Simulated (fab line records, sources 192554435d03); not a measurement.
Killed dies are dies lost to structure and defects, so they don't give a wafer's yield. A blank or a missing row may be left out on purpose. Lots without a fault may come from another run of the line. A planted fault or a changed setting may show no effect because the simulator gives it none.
fab line records | flow n5_finfet
record lots=7 wafers=21
route steps=1938 shown BEOL_M4@1037 BEOL_M5@1123 BEOL_M6@1233 BEOL_M7@1289 BEOL_M8@1338
start_h: hours from the record's first day to the start of the lot's first wafer shown | wait_h: hours since the lot's step before | " the same as in the row above | L1.1+2: a row that stands for several wafers | - no value, or no start given | * or withheld: withheld | < > ~ a bound
route shown NAME@n: a module of which the file shows steps, and the number in the route of the first | usual: mean/standard deviation of fault-free wafers | same: alike in all rows | chamber/n: place in a boat | sites: the reading at each site | _std_site: their standard deviation | _edge_site: outer sites' mean less inner sites' | radius_mm: how far each site lies from the wafer's centre | mask NAME#n: copy n | behind: the tool/chamber that last shaped the wafer | hold: why the lot was held/for how many hours/how that ended | device: the transistor (n, p or np) that didn't switch | end of line: the same wafers' tests at the end of the route | a step without rows: its recipe alone | killed: dies lost to structure and defects at the first sort, not the wafer's yield | map: a wafer's dies, x killed, . not, _ none there
set.NAME: the setting as run; set.NAME@STEP: as run at that earlier step | model.NAME: the simulator's own value behind a step, which no gauge read
lots whose settings were changed on purpose; a table a step, a row a wafer
## steps
# step N5_BEOL_M4_DESCUM_16
# recipe chemistry=O2 time_s=7 source_power_w=50 bias_power_w=20 pressure_mtorr=20 rf_frequency_hz=2.712e+07 temp_c=40 resist=CAR-EUV o2_flow_sccm=225
# columns lot.wafer tool chamber start_h wait_h set.time_s model.CAR-EUV_of_BEOL_M4_COAT_05.thk_nm
L074.2+6 rie_diel-03 0,3 154.35 0.1 5.765 26.8
L074.5 " 2 " " 7 26.2
L079.1 rie_diel-04 1 193.87 0.4 8.562 25.2
L079.2 " 2 " " 7 26
L079.6 " 2 " " 8.562 25.4
L080.1 rie_diel-03 2 208.01 0.1 7 26.2
L080.4+5 " 2,3 " " 5.6 26.8
L084.1 rie_diel-02 3 227.24 0.0 8.463 25.4
L084.3+6 " 1 " " 7 26
L088.2 rie_diel-02 0 236.51 0.0 7 26.2
L088.4+5 " 2,3 " " 7 26
L087.4+5+6 rie_diel-03 0,0,3 236.68 0.0 7 26.2
L091.1+4 rie_diel-04 3,0 270.00 0.0 6.185 26.6
L091.2 " 1 " " 7 26.2
# step N5_BEOL_M4_ETCH_74
# recipe chemistry=N2/H2 target=underlayer target_depth_a=65 mask_material=CAR-EUV time_s=5.2 ion_energy_ev=200 pressure_mtorr=30 source_w=840 bias_w=150 n2_flow_sccm=200 h2_flow_sccm=200 ends=cleared
# columns lot.wafer tool chamber start_h wait_h set.time_s@BEOL_M4_DESCUM_16 model.CAR-EUV_of_BEOL_M4_COAT_05.thk_nm
L074.2 rie_diel-03 0 154.38 0.0 5.765 21.2
L074.5 " 2 " " 7 20.4
L074.6 " 3 " " 5.765 21
L079.1+6 rie_diel-04 1,2 193.92 0.0 8.562 19.6
L079.2 " 2 " " 7 20.4
L080.1 rie_diel-03 2 208.04 0.0 7 20.4
L080.4+5 " 2,3 " " 5.6 21
L084.1 rie_diel-02 3 227.28 0.0 8.463 19.6
L084.3 " 1 " " 7 20.4
L084.6 " 1 " " 7 20.2
L088.2 rie_diel-02 0 236.55 0.0 7 20.6
L088.4 " 2 " " 7 20.2
L088.5 " 3 " " 7 20.4
L087.4+5+6 rie_diel-03 0,0,3 236.72 0.0 7 20.6
L091.1 rie_diel-04 3 270.04 0.0 6.185 21
L091.2 " 1 " " 7 20.6
L091.4 " 0 " " 6.185 20.8
# step N5_BEOL_M4_ETCH_63
# recipe chemistry=CF4 target=SiARC target_depth_a=156 mask_material=CAR-EUV time_s=26 ion_energy_ev=80 pressure_mtorr=40 source_w=545 bias_w=36 Ar_flow_sccm=100 cf4_flow_sccm=100 ends=cleared
# columns lot.wafer tool chamber start_h wait_h set.time_s@BEOL_M4_DESCUM_16 model.CAR-EUV_of_BEOL_M4_COAT_05.thk_nm
L074.2 rie_diel-03 0 154.40 0.0 5.765 12
L074.5 " 2 " " 7 11.2
L074.6 " 3 " " 5.765 11.8
L079.1 rie_diel-04 1 193.94 0.0 8.562 10.4
L079.2 " 2 " " 7 11.2
L079.6 " 2 " " 8.562 10.6
L080.1 rie_diel-03 2 208.06 0.0 7 11.2
L080.4+5 " 2,3 " " 5.6 11.8
L084.1 rie_diel-02 3 227.29 0.0 8.463 10.4
L084.3 " 1 " " 7 11.2
L084.6 " 1 " " 7 11
L088.2+5 rie_diel-02 0,3 236.57 0.0 7 11.2
L088.4 " 2 " " 7 11
L087.4+5+6 rie_diel-03 0,0,3 236.73 0.0 7 11.4
L091.1+4 rie_diel-04 3,0 270.05 0.0 6.185 11.6
L091.2 " 1 " " 7 11.2
# step N5_BEOL_M4_ETCH_64
# recipe chemistry=N2/H2 target=SOC target_depth_a=750 overetch_a=225 mask_material=SiARC temp_c=40 time_s=121.9 ion_energy_ev=200 pressure_mtorr=30 source_w=840 bias_w=150 n2_flow_sccm=200 h2_flow_sccm=200
# usual rf_vpp_V=523.5/2.4
# columns lot.wafer tool chamber start_h wait_h set.bias_w rf_vpp_V model.SiARC_of_BEOL_M4_COAT_62.thk_nm
L074.2 rie_diel-03 0 154.43 0.0 158.1 538.3 5.6
L074.5 " 2 " " 150 523.0 6.2
L074.6 " 3 " " 158.1 545.1 6.2
L079.1 rie_diel-04 1 193.99 0.0 176.4 584.1 4.8
L079.2 " 2 " " 150 522.5 6.2
L079.6 " 2 " " 176.4 578.2 4.8
L080.1 rie_diel-03 2 208.09 0.0 150 521.4 6
L080.4 " 2 " " 150 523.9 6
L080.5 " 3 " " 150 526.6 6.4
L084.1 rie_diel-02 3 227.32 0.0 150 528.6 6
L084.3 " 1 " " 126 468.6 7.4
L084.6 " 1 " " 150 523.0 6.2
L088.2 rie_diel-02 0 236.59 0.0 150 520.3 6.4
L088.4 " 2 " " 150 521.7 6.4
L088.5 " 3 " " 150 527.2 6.2
L087.4 rie_diel-03 0 236.76 0.0 150 520.9 6
L087.5 " 0 " " 150 520.9 6
L087.6 " 3 " " 150 526.6 6.4
L091.1 rie_diel-04 3 270.08 0.0 150 522.1 6.4
L091.2 " 1 " " 150 524.3 6.2
L091.4 " 0 " " 168.4 562.8 5.2
# step N5_BEOL_M5_EXPOSE_08
# recipe mask_id=M5 na=0.33 source_shape=annular sigma_inner=0.4 sigma_outer=0.8 polarization=unpolarized target_cd_nm=28 dose_mj=35.75
# columns lot.wafer tool chamber start_h wait_h mask set.dose_mj
L074.2+5+6 euv_scanner-01 0 174.82 - M5#0 35.75
L079.1 euv_scanner-01 0 205.30 - M5#0 34.36
L079.2+6 " 0 " " M5#0 35.75
L080.1+4 euv_scanner-01 0 222.27 - M5#0 34.06
L080.5 " 0 " " M5#0 35.75
L084.1 euv_scanner-02 0 243.50 - M5#0 35.75
L084.3+6 " 0 " " M5#0 33.6
L087.4+5+6 euv_scanner-02 0 246.72 - M5#0 35.75
L088.2+4+5 euv_scanner-02 0 252.19 - M5#0 35.75
L091.1+2 euv_scanner-02 0 288.39 - M5#0 35.75
L091.4 " 0 " " M5#0 37.27
# step N5_BEOL_M5_PEB_09
# recipe peb_temp_c=100 peb_time_s=60 resist=CAR-EUV
# step N5_BEOL_M5_DEVELOP_10
# recipe develop_time_s=30 developer=TMAH resist=CAR-EUV rinse_liquid=surfactant_rinse dry=air_spin dev_temp_c=23
# step N5_BEOL_M5_CD_MEAS_11
# recipe target_cd_nm=27.74 landing_energy_ev=500 detector=se_inlens
# usual cd_nm=27.92/0.26
# columns lot.wafer tool chamber start_h wait_h set.dose_mj@BEOL_M5_EXPOSE_08 cd_nm
L074.2 cd_sem-01 0 174.95 - 35.75 27.79
L074.5 " 0 " " 35.75 28.18
L074.6 " 0 " " 35.75 27.73
L079.1 cd_sem-03 0 205.43 - 34.36 27.43
L079.2 " 0 " " 35.75 27.83
L079.6 " 0 " " 35.75 27.91
L080.1 cd_sem-02 0 222.40 - 34.06 26.25
L080.4 " 0 " " 34.06 26.90
L080.5 " 0 " " 35.75 28.10
L084.1 cd_sem-03 0 243.63 - 35.75 27.60
L084.3 " 0 " " 33.6 26.36
L084.6 " 0 " " 33.6 26.44
L087.4 cd_sem-02 0 246.83 - 35.75 27.79
L087.5 " 0 " " 35.75 27.86
L087.6 " 0 " " 35.75 27.91
L088.2 cd_sem-01 0 252.31 - 35.75 27.98
L088.4 " 0 " " 35.75 28.04
L088.5 " 0 " " 35.75 27.81
L091.1 cd_sem-03 0 288.51 - 35.75 27.99
L091.2 " 0 " " 35.75 28.00
L091.4 " 0 " " 37.27 28.61
# step N5_BEOL_M5_DESCUM_16
# recipe chemistry=O2 time_s=7 source_power_w=50 bias_power_w=20 pressure_mtorr=20 rf_frequency_hz=2.712e+07 temp_c=40 resist=CAR-EUV o2_flow_sccm=225
# columns lot.wafer tool chamber start_h wait_h set.dose_mj@BEOL_M5_EXPOSE_08 model.BEOL_M5.cd_nm
L074.2 rie_diel-06 2 175.80 0.8 35.75 28.2
L074.5 " 0 " " 35.75 27.8
L074.6 " 3 " " 35.75 28
L079.1 rie_diel-05 0 205.85 0.3 34.36 27.4
L079.2+6 " 3,2 " " 35.75 28
L080.1 rie_diel-01 3 222.52 0.0 34.06 26.8
L080.4 " 2 " " 34.06 26.6
L080.5 " 0 " " 35.75 28
L084.1 rie_diel-01 0 244.07 0.4 35.75 27.8
L084.3+6 " 2 " " 33.6 26.4
L087.4+5 rie_diel-06 2,0 246.95 0.0 35.75 28
L087.6 " 3 " " 35.75 28.2
L088.2 rie_diel-01 2 252.43 0.0 35.75 28
L088.4 " 3 " " 35.75 28.2
L088.5 " 0 " " 35.75 27.8
L091.1 rie_diel-01 3 288.67 0.1 35.75 27.8
L091.2 " 0 " " 35.75 28
L091.4 " 1 " " 37.27 28.6
# step N5_BEOL_M5_ETCH_72
# recipe chemistry=N2/H2 target=underlayer target_depth_a=65 mask_material=CAR-EUV time_s=5.2 ion_energy_ev=200 pressure_mtorr=30 source_w=840 bias_w=150 n2_flow_sccm=200 h2_flow_sccm=200 ends=cleared
# usual rf_vpp_V=524.4/2.2
# columns lot.wafer tool chamber start_h wait_h set.bias_w set.dose_mj@BEOL_M5_EXPOSE_08 rf_vpp_V model.BEOL_M5.cd_nm
L074.2 rie_diel-06 2 175.83 0.0 128.6 35.75 476.4 28.2
L074.5 " 0 " " 128.6 35.75 476.8 28
L074.6 " 3 " " 150 35.75 523.0 28
L079.1 rie_diel-05 0 205.88 0.0 150 34.36 525.9 27.4
L079.2 " 3 " " 150 35.75 522.4 28
L079.6 " 2 " " 150 35.75 525.5 28
L080.1 rie_diel-01 3 222.55 0.0 150 34.06 527.4 26.6
L080.4 " 2 " " 170 34.06 566.3 26.6
L080.5 " 0 " " 150 35.75 524.4 28.2
L084.1 rie_diel-01 0 244.10 0.0 161.1 35.75 548.5 27.8
L084.3 " 2 " " 161.1 33.6 548.1 26.4
L084.6 " 2 " " 150 33.6 521.3 26.4
L087.4 rie_diel-06 2 246.98 0.0 150 35.75 522.2 28
L087.5 " 0 " " 150 35.75 525.3 28
L087.6 " 3 " " 150 35.75 521.8 28.2
L088.2 rie_diel-01 2 252.47 0.0 150 35.75 522.6 28
L088.4 " 3 " " 150 35.75 525.8 28.2
L088.5 " 0 " " 150 35.75 525.5 28
L091.1 rie_diel-01 3 288.70 0.0 140.1 35.75 503.4 28
L091.2 " 0 " " 150 35.75 525.4 28
L091.4 " 1 " " 140.1 37.27 503.1 28.6
# step N5_BEOL_M5_ETCH_61
# recipe chemistry=CF4 target=SiARC target_depth_a=156 mask_material=CAR-EUV time_s=26 ion_energy_ev=80 pressure_mtorr=40 source_w=545 bias_w=36 Ar_flow_sccm=100 cf4_flow_sccm=100 ends=cleared
# step N5_BEOL_M5_ETCH_62
# recipe chemistry=N2/H2 target=SOC target_depth_a=750 overetch_a=150 mask_material=SiARC temp_c=40 time_s=112.5 ion_energy_ev=200 pressure_mtorr=30 source_w=840 bias_w=150 n2_flow_sccm=200 h2_flow_sccm=200
# step N5_BEOL_M5_STRIP_73
# recipe chemistry=N2/H2 temp_c=40 n2_flow_sccm=200 h2_flow_sccm=200 rf_frequency_hz=6e+07
# step N5_BEOL_M5_STRIP_64
# recipe chemistry=CF4 resist=SiARC power_w=300 bias_power_w=75 pressure_mtorr=50 cf4_flow_sccm=150 rf_frequency_hz=6e+07
# step N5_BEOL_M5_HM_OPEN_17
# recipe chemistry=Cl2/BCl3 target_depth_a=200 overetch_a=60 target=TiN mask_material=SOC ion_energy_ev=150 pressure_mtorr=10 icp_w=1000 bias_w=126 Cl2_flow_sccm=53.25 bcl3_flow_sccm=21.75 Ar_flow_sccm=25
# columns lot.wafer tool chamber start_h wait_h set.dose_mj@BEOL_M5_EXPOSE_08 model.BEOL_M5.cd_nm
L074.2 rie_metal-01 1 176.04 0.0 35.75 28.8
L074.5 " 0 " " 35.75 28
L074.6 " 1 " " 35.75 28.2
L079.1 rie_metal-03 1 206.10 0.0 34.36 27
L079.2 " 0 " " 35.75 28
L079.6 " 0 " " 35.75 27.6
L080.1 rie_metal-01 0 222.77 0.0 34.06 26.4
L080.4 " 0 " " 34.06 26.8
L080.5 " 0 " " 35.75 28.2
L084.1 rie_metal-01 1 244.31 0.0 35.75 27.8
L084.3 " 1 " " 33.6 26.4
L084.6 " 1 " " 33.6 26.6
L087.4+5+6 rie_metal-03 1,0,1 247.22 0.1 35.75 28
L088.2 rie_metal-02 1 252.68 0.0 35.75 28.2
L088.4+5 " 1,0 " " 35.75 28
L091.1 rie_metal-02 0 288.92 0.0 35.75 27.8
L091.2 " 1 " " 35.75 28.2
L091.4 " 0 " " 37.27 28.8
# step N5_BEOL_M6_ETCH_66
# recipe chemistry=N2/H2 target=SOC target_depth_a=800 overetch_a=160 mask_material=SiARC temp_c=40 time_s=120 ion_energy_ev=200 pressure_mtorr=30 source_w=840 bias_w=150 n2_flow_sccm=200 h2_flow_sccm=200
# usual rf_vpp_V=523.5/2.4
# columns lot.wafer tool chamber start_h wait_h set.source_w rf_vpp_V model.SiARC_of_BEOL_M6_COAT_64.thk_nm
L074.2 rie_diel-02 0 193.20 0.0 840 520.8 6.4
L074.5 " 2 " " 840 522.2 6.4
L074.6 " 1 " " 840 521.9 6.4
L079.1 rie_diel-04 1 219.44 0.0 840 525.9 6.2
L079.2 " 3 " " 840 522.0 6.6
L079.6 " 0 " " 840 521.6 6.2
L080.1 rie_diel-02 2 238.67 0.0 840 522.0 6.4
L080.4 " 1 " " 902.4 510.2 6.2
L080.5 " 3 " " 902.4 515.2 6
L084.1 rie_diel-02 3 257.78 0.0 943.8 507.4 5.8
L084.3 " 2 " " 840 522.6 6.6
L084.6 " 0 " " 840 519.7 6.4
L088.2 rie_diel-02 3 265.47 0.0 840 526.8 6.2
L088.4 " 0 " " 840 519.1 6.4
L088.5 " 2 " " 840 521.6 6.4
L087.4 rie_diel-04 2 265.56 0.0 987.6 496.4 5.8
L087.5 " 1 " " 987.6 498.9 5.8
L087.6 " 3 " " 840 521.7 6.4
L091.1 rie_diel-03 2 301.23 0.0 739.3 546.1 6.6
L091.2 " 1 " " 840 521.0 6.2
L091.4 " 0 " " 840 522.9 6
# step N5_BEOL_M7_COAT_71
# recipe resist=underlayer temp_c=205 time_s=60 spin_rpm=1500 resist_thk_nm=5
# columns lot.wafer tool chamber start_h wait_h set.spin_rpm
L074.2 litho_track-05 0 - - 1500
L074.5+6 " 0 " " 1660
L079.1+2+6 litho_track-04 0 - - 1500
L080.1+4+5 litho_track-01 0 - - 1500
L084.1+3+6 litho_track-01 0 - - 1500
L087.4 litho_track-01 0 - - 1500
L087.5+6 " 0 " " 1455
L088.2+4+5 litho_track-04 0 - - 1500
L091.1+4 litho_track-01 0 - - 1620
L091.2 " 0 " " 1500
# step N5_BEOL_M7_COAT_22
# recipe resist=CAR-EUV spin_rpm=1500 resist_thk_nm=30
# step N5_BEOL_M7_EBR_24
# recipe solvent=PGMEA ebr_width_mm=1.5
# step N5_BEOL_M7_DESCUM_33
# recipe chemistry=O2 time_s=7 source_power_w=50 bias_power_w=20 pressure_mtorr=20 rf_frequency_hz=2.712e+07 temp_c=40 resist=CAR-EUV o2_flow_sccm=225
# step N5_BEOL_M7_ETCH_72
# recipe chemistry=N2/H2 target=underlayer target_depth_a=65 mask_material=CAR-EUV time_s=5.2 ion_energy_ev=200 pressure_mtorr=30 source_w=840 bias_w=150 n2_flow_sccm=200 h2_flow_sccm=200 ends=cleared
# columns lot.wafer tool chamber start_h wait_h set.spin_rpm@BEOL_M7_COAT_71 model.etch.depth_nm
L074.2 rie_diel-01 1 201.29 0.0 1500 5.021
L074.5 " 1 " " 1660 4.76
L074.6 " 2 " " 1660 4.776
L079.1 rie_diel-05 1 227.94 0.0 1500 5.016
L079.2 " 3 " " 1500 5.021
L079.6 " 1 " " 1500 5.003
L080.1 rie_diel-05 0 251.13 0.0 1500 5.001
L080.4 " 2 " " 1500 4.998
L080.5 " 1 " " 1500 5.013
L084.1 rie_diel-05 3 266.71 0.0 1500 5.002
L084.3 " 1 " " 1500 5.014
L084.6 " 3 " " 1500 5.005
L087.4 rie_diel-06 0 272.57 0.0 1500 5.006
L087.5 " 3 " " 1455 5.097
L087.6 " 0 " " 1455 5.105
L088.2 rie_diel-06 2 272.97 0.0 1500 4.995
L088.4 " 1 " " 1500 5.003
L088.5 " 0 " " 1500 5.008
L091.1 rie_diel-06 2 309.84 0.0 1620 4.802
L091.2 " 0 " " 1500 4.985
L091.4 " 1 " " 1620 4.795
# step N5_BEOL_M8_COAT_60
# recipe resist=SiARC temp_c=220 time_s=60 spin_rpm=1500 resist_thk_nm=35
# columns lot.wafer tool chamber start_h wait_h set.spin_rpm model.SiARC_of_BEOL_M8_COAT_60.thk_nm
L074.2+5+6 litho_track-02 0 - - 1500 35
L079.1+6 litho_track-01 0 - - 1500 35
L079.2 " 0 " " 1362 36.6
L080.1+5 litho_track-03 0 - - 1500 35
L080.4 " 0 " " 1354 36.8
L084.1+6 litho_track-03 0 - - 1614 33.6
L084.3 " 0 " " 1500 34.8
L088.2+4+5 litho_track-02 0 - - 1500 34.8
L087.4 litho_track-03 0 - - 1500 35
L087.5 " 0 " " 1500 35.2
L087.6 " 0 " " 1362 36.8
L091.1 litho_track-03 0 - - 1500 35.2
L091.2+4 " 0 " " 1395 36.4
## key
split step=N5_BEOL_M4_DESCUM_16 setting=time_s stated=7 by=wafer
response step=N5_BEOL_M4_DESCUM_16 reading=model.CAR-EUV_of_BEOL_M4_COAT_05.thk_nm change=-0.0311 per=1% r=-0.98
response step=N5_BEOL_M4_ETCH_74 reading=model.CAR-EUV_of_BEOL_M4_COAT_05.thk_nm change=-0.0339 per=1% r=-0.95
response step=N5_BEOL_M4_ETCH_63 reading=model.CAR-EUV_of_BEOL_M4_COAT_05.thk_nm change=-0.0333 per=1% r=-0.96
split step=N5_BEOL_M4_ETCH_64 setting=bias_w stated=150 by=wafer
response step=N5_BEOL_M4_ETCH_64 reading=rf_vpp_V change=+3.4 per=1% r=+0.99
response step=N5_BEOL_M4_ETCH_64 reading=model.SiARC_of_BEOL_M4_COAT_62.thk_nm change=-0.0812 per=1% r=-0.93
split step=N5_BEOL_M5_EXPOSE_08 setting=dose_mj stated=35.75 by=wafer
response step=N5_BEOL_M5_CD_MEAS_11 reading=cd_nm change=+0.204 per=1% r=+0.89
response step=N5_BEOL_M5_DESCUM_16 reading=model.BEOL_M5.cd_nm change=+0.217 per=1% r=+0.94
response step=N5_BEOL_M5_ETCH_72 reading=model.BEOL_M5.cd_nm change=+0.228 per=1% r=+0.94
response step=N5_BEOL_M5_HM_OPEN_17 reading=model.BEOL_M5.cd_nm change=+0.239 per=1% r=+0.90
split step=N5_BEOL_M5_ETCH_72 setting=bias_w stated=150 by=wafer
response step=N5_BEOL_M5_ETCH_72 reading=rf_vpp_V change=+3.23 per=1% r=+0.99
split step=N5_BEOL_M6_ETCH_66 setting=source_w stated=840 by=wafer
response step=N5_BEOL_M6_ETCH_66 reading=rf_vpp_V change=-1.44 per=1% r=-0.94
response step=N5_BEOL_M6_ETCH_66 reading=model.SiARC_of_BEOL_M6_COAT_64.thk_nm change=-0.0415 per=1% r=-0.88
split step=N5_BEOL_M7_COAT_71 setting=spin_rpm stated=1500 by=wafer
response step=N5_BEOL_M7_ETCH_72 reading=model.etch.depth_nm change=-0.0239 per=1% r=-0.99
split step=N5_BEOL_M8_COAT_60 setting=spin_rpm stated=1500 by=wafer
response step=N5_BEOL_M8_COAT_60 reading=model.SiARC_of_BEOL_M8_COAT_60.thk_nm change=-0.176 per=1% r=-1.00
